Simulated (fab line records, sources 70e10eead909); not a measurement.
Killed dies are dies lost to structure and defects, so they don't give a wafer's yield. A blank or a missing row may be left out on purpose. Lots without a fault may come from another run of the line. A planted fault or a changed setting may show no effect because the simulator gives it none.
fab line records | flow nand_harc | part 2 of 2: steps 5 to 6 of 6
record lots=22 wafers=66 last_day=25
route steps=1159 shown A_STAIRCASE@590
lots that met no fault: from a run of the same line without faults
start_h: hours from the record's first day to the start of the lot's first wafer shown | wait_h: hours since the lot's step before | " the same as in the row above | L1.1+2: a row that stands for several wafers | - no value, or no start given | * or withheld: withheld | < > ~ a bound
route shown NAME@n: a module of which the file shows steps, and the number in the route of the first | usual: mean/standard deviation of fault-free wafers | same: alike in all rows | chamber/n: place in a boat | sites: the reading at each site | _std_site: their standard deviation | _edge_site: outer sites' mean less inner sites' | radius_mm: how far each site lies from the wafer's centre | mask NAME#n: copy n | behind: the tool/chamber that last shaped the wafer | hold: why the lot was held/for how many hours/how that ended | device: the transistor (n, p or np) that didn't switch | end of line: the same wafers' tests at the end of the route | a step without rows: its recipe alone | killed: dies lost to structure and defects at the first sort, not the wafer's yield | map: a wafer's dies, x killed, . not, _ none there
set.NAME: the setting as run; set.NAME@STEP: as run at that earlier step | model.NAME: the simulator's own value behind a step, which no gauge read
steps of the route over a sample of lots; a table a step, a row a wafer
services: from which hour (start_h, from the record's first day; less than 0 if before it) a tool's chamber was out of use, for how many hours, and why
## steps
# step NHARC_A_STAIRCASE_TRIM_222
# recipe time_s=211.2 o2_flow_sccm=500 ar_flow_sccm=0 bias_w=0 chemistry=O2
# usual drypump_motor_current_A=5.9/0.41 oes_product_au=1.005/0.014 rf_vpp_V=57.9/0.9 showerhead_plenum_p_Torr=3.53/0.13 throttle_valve_pct=17.036/0.0086
# same bias_w=0
# columns lot.wafer tool chamber start_h wait_h drypump_motor_current_A oes_product_au rf_hours_counter_h rf_vpp_V showerhead_plenum_p_Torr throttle_valve_pct
L074.3 rie_diel-08 1 - - 6.0 1.013 45 57.1 3.43 17.043
L074.4 " 2 " " 6.3 1.000 43 56.9 3.59 17.030
L074.6 " 1 " " 6.0 1.016 - 57.2 3.43 17.032
L075.3 rie_diel-08 3 - - 6.5 1.029 41 57.8 3.38 17.024
L075.5 " 0 " " 6.2 1.023 - 57.7 3.54 17.031
L075.6 " 1 " " 6.0 1.021 - 56.6 3.43 17.033
L077.3 rie_diel-03 0 - - 5.7 1.003 8 57.1 3.61 17.038
L077.4 " 1 " " 5.7 1.002 7 58.4 3.44 17.028
L077.2 " 2 " " 5.5 1.031 8 59.4 3.62 17.028
L076.2 rie_diel-08 3 - - 6.5 1.020 46 56.3 3.38 17.024
L076.1 " 0 " " 6.2 1.016 47 56.9 3.54 17.041
L076.5 " 1 " " 6.0 1.014 - 56.4 3.43 17.020
L078.2 rie_diel-08 0 - - 6.2 1.017 48 57.9 3.54 17.040
L078.4 " 1 " " 6.1 1.017 52 58.7 3.43 17.044
L078.5 " 3 " " 6.5 1.034 - 58.2 3.38 17.046
L080.2 rie_diel-08 2 - - 6.3 1.005 56 58.2 3.59 17.020
L080.3 " 0 " " 6.2 1.025 55 58.3 3.53 17.033
L080.1 " 1 " " 6.1 1.011 57 58.2 3.43 17.040
L082.3 rie_diel-03 0 - - 5.7 1.012 24 57.6 3.60 17.047
L082.1 " 2 " " 5.5 1.012 24 58.2 3.61 17.034
L082.6 " 0 " " 5.7 1.014 - 58.7 3.60 17.030
L081.3 rie_diel-01 0 - - 5.9 1.003 49 58.0 3.27 17.037
L081.1 " 1 " " 5.2 0.988 50 59.5 3.78 17.027
L081.6 " 1 " " 5.2 0.991 - 58.6 3.78 17.047
L084.1 rie_diel-08 2 - - 6.3 1.005 62 58.3 3.58 17.028
L084.4 " 3 " " 6.5 1.024 60 56.5 3.37 17.032
L084.5 " 1 " " 6.1 1.011 - 56.6 3.42 17.047
L083.2 rie_diel-01 1 - - 5.2 0.991 52 58.0 3.78 17.035
L083.4 " 2 " " 6.3 0.985 52 58.0 3.72 17.033
L083.6 " 3 " " 5.1 0.991 - 57.3 3.68 17.052
L089.3 rie_diel-03 1 - - 5.6 1.001 35 55.8 3.43 17.023
L089.2 " 2 " " 5.5 1.010 35 57.7 3.61 17.034
L089.6 " 0 " " 5.7 1.009 - 57.5 3.59 17.043
L085.2 rie_diel-08 2 - - 6.3 1.024 5 58.4 3.58 17.034
L085.4 " 3 " " 6.5 1.039 5 58.2 3.37 17.040
L085.1 " 0 " " 6.2 1.030 5 56.7 3.53 17.036
L086.1 rie_diel-03 3 - - 5.6 0.990 37 59.0 3.48 17.054
L086.3 " 0 " " 5.8 1.006 38 56.9 3.59 17.030
L086.5 " 0 " " 5.7 1.006 - 58.4 3.59 17.028
L087.3 rie_diel-08 0 - - 6.2 1.017 7 58.2 3.52 17.034
L087.6 " 3 " " 6.5 1.028 - 56.5 3.37 17.027
L087.5 " 0 " " 6.2 1.027 - 59.0 3.52 17.051
L088.3 rie_diel-03 2 - - 5.5 1.005 38 58.0 3.61 17.041
L088.1 " 1 " " 5.7 0.997 39 57.8 3.42 17.026
L088.5 " 3 " " 5.6 0.990 - 57.2 3.48 17.028
L090.1 rie_diel-03 1 - - 5.7 1.003 41 56.8 3.42 17.037
L090.2 " 2 " " 5.5 1.001 41 56.9 3.61 17.067
L090.6 " 1 " " 5.6 0.992 - 58.1 3.42 17.043
L091.4 rie_diel-03 0 - - 5.7 1.008 43 59.6 3.59 17.044
L091.2 " 1 " " 5.6 0.999 42 59.9 3.42 17.028
L091.3 " 3 " " 5.6 0.997 43 59.0 3.48 17.028
L092.4 rie_diel-03 1 - - 5.6 0.988 46 57.7 3.42 17.022
L092.5 " 1 " " 5.7 0.991 - 57.5 3.42 17.018
L092.6 " 2 " " 5.5 1.008 - 57.0 3.60 17.044
L094.3 rie_diel-08 3 - - 6.5 1.027 16 58.2 3.36 17.018
L094.2 " 0 " " 6.2 1.010 16 59.7 3.52 17.034
L094.1 " 1 " " 6.1 0.996 18 58.3 3.41 17.039
L095.4 rie_diel-03 3 - - 5.6 0.990 52 57.0 3.48 17.036
L095.2 " 1 " " 5.7 0.986 50 57.9 3.42 17.049
L095.6 " 3 " " 5.6 0.997 - 57.6 3.48 17.038
L096.2 rie_diel-01 0 - - 5.9 0.991 12 58.7 3.80 17.044
L096.3 " 1 " " 5.2 0.992 11 58.5 3.77 17.036
L096.4 " 2 " " 6.3 0.972 11 58.3 3.71 17.033
L097.2 rie_diel-01 2 - - 6.3 0.976 18 58.9 3.70 17.034
L097.3 " 0 " " 5.9 0.995 18 58.2 3.80 17.048
L097.6 " 2 " " 6.4 0.972 - 58.9 3.70 17.032
# step NHARC_A_STAIRCASE_STRIP_254
# recipe power_w=1500 temp_c=250 chemistry=O2
# usual drypump_motor_current_A=5.61/0.26 heater_power_w=346/47
# columns lot.wafer tool chamber start_h wait_h drypump_motor_current_A heater_power_w rf_hours_counter_h
L074.3 plasma_asher-02 1 253.03 - 6.00 310 -
L074.4 " 0 " " 5.34 395 -
L074.6 " 0 " " 5.35 388 -
L075.3 plasma_asher-01 0 253.99 - 5.76 398 -
L075.5 " 1 " " 5.34 310 -
L075.6 " 0 " " 5.78 402 -
L077.2 plasma_asher-01 1 255.43 - 5.36 292 54
L077.4 " 0 " " 5.77 391 -
L077.3 " 1 " " 5.37 297 -
L076.2 plasma_asher-01 0 263.63 - 5.77 399 57
L076.1 " 1 " " 5.41 292 57
L076.5 " 1 " " 5.42 298 -
L078.2 plasma_asher-02 1 265.91 - 6.02 310 26
L078.4 " 1 " " 6.03 311 -
L078.5 " 0 " " 5.34 391 -
L080.2 plasma_asher-02 1 290.54 - 6.00 297 36
L080.1 " 0 " " 5.33 391 36
L080.3 " 0 " " 5.34 386 -
L081.1 plasma_asher-01 0 299.00 - 5.72 382 6
L081.3 " 0 " " 5.76 388 -
L081.6 " 1 " " 5.41 298 -
L082.1 plasma_asher-02 0 300.00 - 5.35 390 39
L082.3 " 0 " " 5.36 391 -
L082.6 " 1 " " 6.02 309 -
L084.1 plasma_asher-01 0 304.03 - 5.75 380 6
L084.4 " 0 " " 5.73 378 -
L084.5 " 1 " " 5.40 289 -
L083.2 plasma_asher-02 1 304.71 - 5.98 307 40
L083.4 " 0 " " 5.35 397 -
L083.6 " 1 " " 6.00 311 -
L089.2 plasma_asher-01 1 324.30 - 5.40 291 15
L089.3 " 1 " " 5.35 287 -
L089.6 " 0 " " 5.70 374 -
L085.1 plasma_asher-02 1 325.20 - 6.02 314 48
L085.2 " 0 " " 5.35 398 48
L085.4 " 1 " " 6.00 306 -
L086.1 plasma_asher-01 1 328.48 - 5.37 287 18
L086.3 " 1 " " 5.37 292 -
L086.5 " 1 " " 5.32 287 -
L087.3 plasma_asher-02 1 330.98 - 6.02 305 -
L087.5 " 0 " " 5.34 375 -
L087.6 " 1 " " 6.02 314 -
L088.1 plasma_asher-01 1 334.10 - 5.40 289 19
L088.3 " 1 " " 5.39 292 -
L088.5 " 0 " " 5.71 382 -
L090.1 plasma_asher-01 1 344.02 - 5.40 290 22
L090.2 " 0 " " 5.81 389 22
L090.6 " 1 " " 5.37 290 -
L091.2 plasma_asher-01 1 348.40 - 5.34 291 24
L091.3 " 0 " " 5.74 386 -
L091.4 " 1 " " 5.40 291 -
L092.4 plasma_asher-02 1 358.02 - 6.01 302 -
L092.5 " 1 " " 6.01 307 -
L092.6 " 0 " " 5.35 399 -
L094.1 plasma_asher-01 0 364.11 - 5.74 378 30
L094.2 " 1 " " 5.36 285 30
L094.3 " 1 " " 5.34 287 -
L095.2 plasma_asher-02 0 370.69 - 5.35 409 0
L095.4 " 1 " " 6.00 326 -
L095.6 " 0 " " 5.35 416 -
L096.2 plasma_asher-02 1 370.93 - 6.00 330 0
L096.4 " 1 " " 6.01 332 -
L096.3 " 0 " " 5.36 424 -
L097.2 plasma_asher-01 0 393.40 - 5.75 386 39
L097.3 " 0 " " 5.75 385 -
L097.6 " 0 " " 5.71 392 -
## services
# columns tool chamber start_h hours kind
rie_diel-08 0 232.27 - clean
rie_diel-08 1 232.27 - clean
rie_diel-08 2 232.27 - clean
rie_diel-08 3 232.27 - clean
rie_diel-08 0 256.77 - clean
rie_diel-08 1 256.77 - clean
rie_diel-08 2 256.77 - clean
rie_diel-08 3 256.77 - clean
rie_diel-01 0 264.34 4.4 repair
rie_diel-08 3 265.31 3.5 repair
plasma_asher-01 - 277.00 9.0 pm
rie_diel-08 0 281.27 - clean
rie_diel-08 1 281.27 - clean
rie_diel-08 2 281.27 - clean
rie_diel-08 3 281.27 - clean
rie_diel-08 - 301.80 9.0 pm
rie_diel-08 0 301.80 9.0 vent_cycle
rie_diel-08 1 301.80 9.0 vent_cycle
rie_diel-08 2 301.80 9.0 vent_cycle
rie_diel-08 3 301.80 9.0 vent_cycle
rie_diel-08 0 310.80 - clean
rie_diel-01 - 323.45 9.0 pm
plasma_asher-02 - 360.72 9.0 pm
rie_diel-03 - 392.35 9.0 pm
